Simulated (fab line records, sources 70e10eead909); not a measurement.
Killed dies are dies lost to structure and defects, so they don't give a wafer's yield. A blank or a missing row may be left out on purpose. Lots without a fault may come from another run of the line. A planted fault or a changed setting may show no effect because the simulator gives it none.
A struck lot beside a sound one | flow nand_harc | 15 steps out of a route of 1302
Sound: wafers L140.1, L140.4, L140.5. Struck: wafers L152.1, L152.3, L152.6. The cause comes at the end.
At each step with rows: each side's tool, then ch and its chambers, then its first start. Under that, the readings that differ: sound wafers | struck wafers | difference of the means | sigmas: that difference in standard deviations of wafers without a fault.
alike: readings whose means differ by less than 2 such deviations, and words and numbers that are the same on both sides. not compared: withheld readings, readings that some wafer has no value for, bounds like >300 that may hide the same value, and numbers for which the record gives no deviation and whose values overlap.
The two part at a step that has a row with sigmas, a row that says differs or no value, or rows on one side only. Numbers that don't overlap but have no deviation are shown without sigmas and don't part them. A reading that every wafer of one side lacks parts them only if that side has two wafers or more.

first, 7 steps without rows for these wafers: NHARC_A_CONTACT_COAT_35 (time 65 s); NHARC_A_CONTACT_COAT_36 (resist thk 90 nm); NHARC_A_CONTACT_SOFTBAKE_37 (time 55 s); NHARC_A_CONTACT_EBR_38; NHARC_A_CONTACT_EXPOSE_39 (exposes mask A CC 3); NHARC_A_CONTACT_PEB_40 (peb time 65 s); NHARC_A_CONTACT_DEVELOP_41 (develop time 35 s).
NHARC_A_CONTACT_CD_MEAS_42: target cd 300 nm.
  sound on cd_sem-01 ch 0, day 21 19:10; struck on cd_sem-01 ch 0, day 26 08:08
  alike: cd_nm
NHARC_A_CONTACT_OVL_MEAS_43:
  sound on overlay-02, day 21 19:15; struck on overlay-02, day 26 08:13
  reading           | sound          | struck      | difference | sigmas
  overlay_y_nm (nm) | -1.1 -1.4 -0.3 | 1.3 1.7 1.1 | +2.3       | +3
  alike: overlay_x_nm
NHARC_A_CONTACT_INSPECT_44:
  sound on defect_inspect-02, day 21 19:17; struck on defect_inspect-01, day 26 08:16
  reading          | sound       | struck   | difference | sigmas
  raw_defect_count | 138 156 119 | 23 17 25 | -116       | -3
NHARC_A_CONTACT_DESCUM_47: chemistry O2, time 3 s.
  sound on rie_diel-08 ch 0,3, day 21 19:21; struck on rie_diel-08 ch 1,3, day 26 08:20
  alike: chamber_pressure_mTorr, drypump_motor_current_A, mfc_ar_sccm, oes_product_au, rf_vpp_V, showerhead_plenum_p_Torr, throttle_valve_pct
  not compared: rf_hours_counter_h
NHARC_A_CONTACT_ETCH_48: etches the open film in CF4, target depth 39 nm, time 65 s.
  sound on rie_diel-08 ch 0,1, day 21 19:26; struck on rie_diel-08 ch 0,1, day 26 08:25
  reading               | sound             | struck            | difference | sigmas
  oes_product_au (a.u.) | 0.996 1.010 1.011 | 0.978 0.988 0.985 | -0.022     | -2
  alike: cf4_flow_sccm, chamber_pressure_mTorr, drypump_motor_current_A, mfc_ar_sccm, rf_vpp_V, showerhead_plenum_p_Torr, throttle_valve_pct
  not compared: rf_hours_counter_h
NHARC_A_CONTACT_ETCH_49: etches the open film in N2/H2, target depth 260 nm, time 475.3 s.
  sound on rie_diel-08 ch 0,1,3, day 21 19:34; struck on rie_diel-08 ch 0,1,3, day 26 08:34
  reading                         | sound                | struck               | difference | sigmas
  h2_flow_sccm (sccm)             | 150.2 149.5 149.9    | 74.8 75.6 75.0       | -74.7      | -99 or more
  showerhead_plenum_p_Torr (Torr) | 1.99 1.99 2.07       | 1.72 1.72 1.79       | -0.27      | -3
  throttle_valve_pct (%)          | 14.192 14.166 14.158 | 13.089 13.092 13.083 | -1.084     | -99 or more
  alike: chamber_pressure_mTorr, drypump_motor_current_A, mfc_ar_sccm, oes_product_au, rf_vpp_V
  not compared: rf_hours_counter_h
NHARC_A_CONTACT_ETCH_50: etches the open film in CF4/CHF3, target depth 121 nm, time 60.5 s.
  sound on rie_diel-08 ch 0,1; struck on rie_diel-08 ch 0,1,3
  alike: cf4_flow_sccm, chamber_pressure_mTorr, drypump_motor_current_A, mfc_ar_sccm, oes_product_au, rf_vpp_V, showerhead_plenum_p_Torr, throttle_valve_pct
  not compared: rf_hours_counter_h
then, 1 step without rows for these wafers: NHARC_END_SORT_01.

WHERE THEY PART
First at NHARC_A_CONTACT_OVL_MEAS_43; last, within this record, at NHARC_A_CONTACT_ETCH_49. Later steps at which nothing parts them and some readings are alike: NHARC_A_CONTACT_ETCH_50.

WHY: what the simulator had put in
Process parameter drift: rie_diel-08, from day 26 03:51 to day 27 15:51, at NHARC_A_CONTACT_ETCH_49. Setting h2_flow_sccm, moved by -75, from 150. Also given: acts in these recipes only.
